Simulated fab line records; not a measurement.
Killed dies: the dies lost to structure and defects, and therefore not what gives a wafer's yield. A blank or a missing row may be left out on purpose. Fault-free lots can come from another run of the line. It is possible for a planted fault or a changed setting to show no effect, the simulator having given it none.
Split-lot study / flow n5-finfet / route with 1938 steps; 7 lots, 21 wafers read

ON THE SPLIT
At N5_BEOL_M11_COAT_59 (time 60 s, resist thk 100 nm), the setting spin-rpm was moved away from the recipe's 1500 rpm on 9 of the 21 wafers read, by -7.2% to +5.4%. For the rest of the wafers, this setting stayed at what the recipe calls for.

FROM THE SPLIT TO THE READING: what the file shows between them, 9 steps
- N5_BEOL_M11_EXPOSE_08: exposes mask M11 (also split here: dose-mj)
- N5_BEOL_M11_PEB_09: peb time 60 s
- N5_BEOL_M11_DEVELOP_10: develop time 30 s
- N5_BEOL_M11_CD_MEAS_11: target cd 64.1 nm
- N5_BEOL_M11_DESCUM_16: chemistry O2, time 7.9 s
- N5_BEOL_M11_ETCH_61: etches SiARC in CF4, target depth 39 nm, time 65 s
- N5_BEOL_M11_ETCH_62: etches SOC in N2/H2, target depth 110 nm, overetch 22 nm, time 165 s
- N5_BEOL_M11_STRIP_68: strips in N2/H2
- N5_BEOL_M11_STRIP_67: strips in CF4

THE READING
SOC_of_BEOL_M11_COAT_59.thk-nm (the simulator's own value, which no gauge read), in nm, at N5_BEOL_M11_HM_OPEN_17 (chemistry Cl2/BCl3, target TiN, target depth 20 nm, overetch 6 nm). The file does not state a usual value for it. Here, 12 wafers ran the recipe; their average is 92.1 nm with a standard deviation of 0.56 nm.

wafer=L080.1; tool, chamber at the split=litho-track-04, 0; spin-rpm as run, rpm=1559; against the recipe=+3.9%; SOC_of_BEOL_M11_COAT_59.thk-nm, nm=90.2; against lot-mates on the recipe=-1.2
wafer=L080.4; tool, chamber at the split=litho-track-04, 0; spin-rpm as run, rpm=1559; against the recipe=+3.9%; SOC_of_BEOL_M11_COAT_59.thk-nm, nm=90.2; against lot-mates on the recipe=-1.2
wafer=L080.2; tool, chamber at the split=litho-track-04, 0; spin-rpm as run, rpm=1500; against the recipe=recipe; SOC_of_BEOL_M11_COAT_59.thk-nm, nm=91.4; against lot-mates on the recipe=-
wafer=L089.1; tool, chamber at the split=litho-track-02, 0; spin-rpm as run, rpm=1423; against the recipe=-5.1%; SOC_of_BEOL_M11_COAT_59.thk-nm, nm=94.8; against lot-mates on the recipe=+2.6
wafer=L089.3; tool, chamber at the split=litho-track-02, 0; spin-rpm as run, rpm=1423; against the recipe=-5.1%; SOC_of_BEOL_M11_COAT_59.thk-nm, nm=94.8; against lot-mates on the recipe=+2.6
wafer=L089.4; tool, chamber at the split=litho-track-02, 0; spin-rpm as run, rpm=1500; against the recipe=recipe; SOC_of_BEOL_M11_COAT_59.thk-nm, nm=92.2; against lot-mates on the recipe=-
wafer=L087.1; tool, chamber at the split=litho-track-01, 0; spin-rpm as run, rpm=1500; against the recipe=recipe; SOC_of_BEOL_M11_COAT_59.thk-nm, nm=92.6; against lot-mates on the recipe=-
wafer=L087.5; tool, chamber at the split=litho-track-01, 0; spin-rpm as run, rpm=1500; against the recipe=recipe; SOC_of_BEOL_M11_COAT_59.thk-nm, nm=93.2; against lot-mates on the recipe=-
wafer=L087.6; tool, chamber at the split=litho-track-01, 0; spin-rpm as run, rpm=1500; against the recipe=recipe; SOC_of_BEOL_M11_COAT_59.thk-nm, nm=93; against lot-mates on the recipe=-
wafer=L093.1; tool, chamber at the split=litho-track-02, 0; spin-rpm as run, rpm=1581; against the recipe=+5.4%; SOC_of_BEOL_M11_COAT_59.thk-nm, nm=89.6; against lot-mates on the recipe=-2.3
wafer=L093.2; tool, chamber at the split=litho-track-02, 0; spin-rpm as run, rpm=1500; against the recipe=recipe; SOC_of_BEOL_M11_COAT_59.thk-nm, nm=91.8; against lot-mates on the recipe=-
wafer=L093.5; tool, chamber at the split=litho-track-02, 0; spin-rpm as run, rpm=1500; against the recipe=recipe; SOC_of_BEOL_M11_COAT_59.thk-nm, nm=92; against lot-mates on the recipe=-
wafer=L091.1; tool, chamber at the split=litho-track-02, 0; spin-rpm as run, rpm=1392; against the recipe=-7.2%; SOC_of_BEOL_M11_COAT_59.thk-nm, nm=95.8; against lot-mates on the recipe=+3.8
wafer=L091.3; tool, chamber at the split=litho-track-02, 0; spin-rpm as run, rpm=1392; against the recipe=-7.2%; SOC_of_BEOL_M11_COAT_59.thk-nm, nm=95.6; against lot-mates on the recipe=+3.6
wafer=L091.5; tool, chamber at the split=litho-track-02, 0; spin-rpm as run, rpm=1500; against the recipe=recipe; SOC_of_BEOL_M11_COAT_59.thk-nm, nm=92; against lot-mates on the recipe=-
wafer=L092.3; tool, chamber at the split=litho-track-02, 0; spin-rpm as run, rpm=1500; against the recipe=recipe; SOC_of_BEOL_M11_COAT_59.thk-nm, nm=91.4; against lot-mates on the recipe=-
wafer=L092.4; tool, chamber at the split=litho-track-02, 0; spin-rpm as run, rpm=1500; against the recipe=recipe; SOC_of_BEOL_M11_COAT_59.thk-nm, nm=91.8; against lot-mates on the recipe=-
wafer=L092.5; tool, chamber at the split=litho-track-02, 0; spin-rpm as run, rpm=1500; against the recipe=recipe; SOC_of_BEOL_M11_COAT_59.thk-nm, nm=91.6; against lot-mates on the recipe=-
wafer=L095.2; tool, chamber at the split=litho-track-01, 0; spin-rpm as run, rpm=1543; against the recipe=+2.9%; SOC_of_BEOL_M11_COAT_59.thk-nm, nm=91; against lot-mates on the recipe=-1.4
wafer=L095.3; tool, chamber at the split=litho-track-01, 0; spin-rpm as run, rpm=1500; against the recipe=recipe; SOC_of_BEOL_M11_COAT_59.thk-nm, nm=92.4; against lot-mates on the recipe=-
wafer=L095.6; tool, chamber at the split=litho-track-01, 0; spin-rpm as run, rpm=1543; against the recipe=+2.9%; SOC_of_BEOL_M11_COAT_59.thk-nm, nm=91.4; against lot-mates on the recipe=-1.0

THE FIT
A straight line over all 21 wafers: SOC_of_BEOL_M11_COAT_59.thk-nm changes by -0.484 nm for each +1% of spin-rpm; r = -0.96; the points scatter about the line by 0.48 nm.
The same after taking each lot's own level away (the mean of its wafers on the recipe; 21 wafers): -0.463 nm for each +1%; r = -0.99; scatter 0.25 nm.
On that fit, the largest move of spin-rpm shifts the reading by 3.3 nm.
From 91.40 to 92.93 nm: that is the span of the lots' own levels, equal to 2.7 times the standard deviation above.
The two slopes agree, so the slope changes little with the lot-to-lot level.
Check: with one of the wafers moved furthest among these (-7.2%) left out of the fit, the line predicts +3.36 nm for it against its lot-mates. Against them it came out at +3.8 nm.

FURTHER SPLITS ON THESE WAFERS
These wafers also went through other splits before the reading. Each is held against what the fit with the lots' levels taken away leaves over:
other split on the same wafers=N5_BEOL_M11_EXPOSE_08 dose-mj; wafers away from the commonest value=8; r with SOC_of_BEOL_M11_COAT_59.thk-nm (lot level and that fit taken away)=-0.43

THE WHOLE CHAIN: every reading that the file lists as answering this split, in the file's order
step=N5_BEOL_M11_COAT_59; what it does=time 60 s, resist thk 100 nm; reading=SOC_of_BEOL_M11_COAT_59.thk-nm (the simulator's own value, which no gauge read); change (the file's fit)=-0.484 nm for each +1% of the setting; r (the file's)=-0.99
step=N5_BEOL_M11_ETCH_62; what it does=etches SOC in N2/H2, target depth 110 nm, overetch 22 nm, time 165 s; reading=etch.depth-nm (the simulator's own value, which no gauge read); change (the file's fit)=-0.492 nm for each +1% of the setting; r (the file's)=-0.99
step=N5_BEOL_M11_HM_OPEN_17; what it does=chemistry Cl2/BCl3, target TiN, target depth 20 nm, overetch 6 nm; reading=SOC_of_BEOL_M11_COAT_59.thk-nm (the simulator's own value, which no gauge read); change (the file's fit)=-0.462 nm for each +1% of the setting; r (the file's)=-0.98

THE FILE'S OWN FIT
SOC_of_BEOL_M11_COAT_59.thk-nm changes by -0.462 nm for each +1% of spin-rpm, r = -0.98.
